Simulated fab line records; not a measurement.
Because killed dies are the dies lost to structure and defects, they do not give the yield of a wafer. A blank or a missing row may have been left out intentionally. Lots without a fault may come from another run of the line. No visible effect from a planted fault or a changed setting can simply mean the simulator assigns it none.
Matching of chambers | flow nand_harc | NHARC_A_STAIRCASE_CMP_450 on cmp-02: 4 sister chambers
The step polishes SiO2, target thk 200 nm. 8 wafers are shown with their chamber, then 9 later ones without.

## WAFERS PAIRED WITH THEIR CHAMBERS
wafer  | chamber | motor_current_A (A)
L077.3 | 1       | 13.0
L077.5 | 3       | 10.1
L079.3 | 2       | 11.9
L079.5 | 1       | 12.7
L079.6 | 0       | 11.2
L082.1 | 2       | 11.6
L082.3 | 3       | 9.9
L082.5 | 0       | 11.1

## WAFERS WHOSE CHAMBER IS MISSING
wafer  | motor_current_A (A)
L086.3 | 11.5
L086.5 | 12.0
L086.6 | 9.5
L086.1 | 9.7
L086.2 | 12.9
L086.4 | 11.1
L095.3 | 11.0
L095.5 | 11.4
L095.6 | 12.6

## THE CHAMBER EACH PASSED THROUGH
wafer  | from the rows above     | in truth
L086.3 | can't be placed: 2 or 0 | 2
L086.5 | 2                       | 2
L086.6 | 3                       | 3
L086.1 | 3                       | 3
L086.2 | 1                       | 1
L086.4 | 0                       | 0
L095.3 | 0                       | 0
L095.5 | can't be placed: 0 or 2 | 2
L095.6 | 1                       | 1
Correct placement for 7 of the 9. Can't be placed from these rows: 2 (the true chamber is among the candidates in 2). Placed wrongly: 0.
How it was worked out, from the rows above alone: a wafer's distance from a chamber is the root of the sum, over the readings, of the square of ((its reading less the chamber's mean) divided by the reading's scatter). If the next closest chamber is less than 2 further off than the closest, the wafer can't be placed; otherwise it belongs to the closest. For every chamber, the mean is computed from those of its wafers that are shown. The scatter: the root of (the sum of the squares of (reading less its chamber's mean) over the shown wafers, divided by (wafers less chambers)).
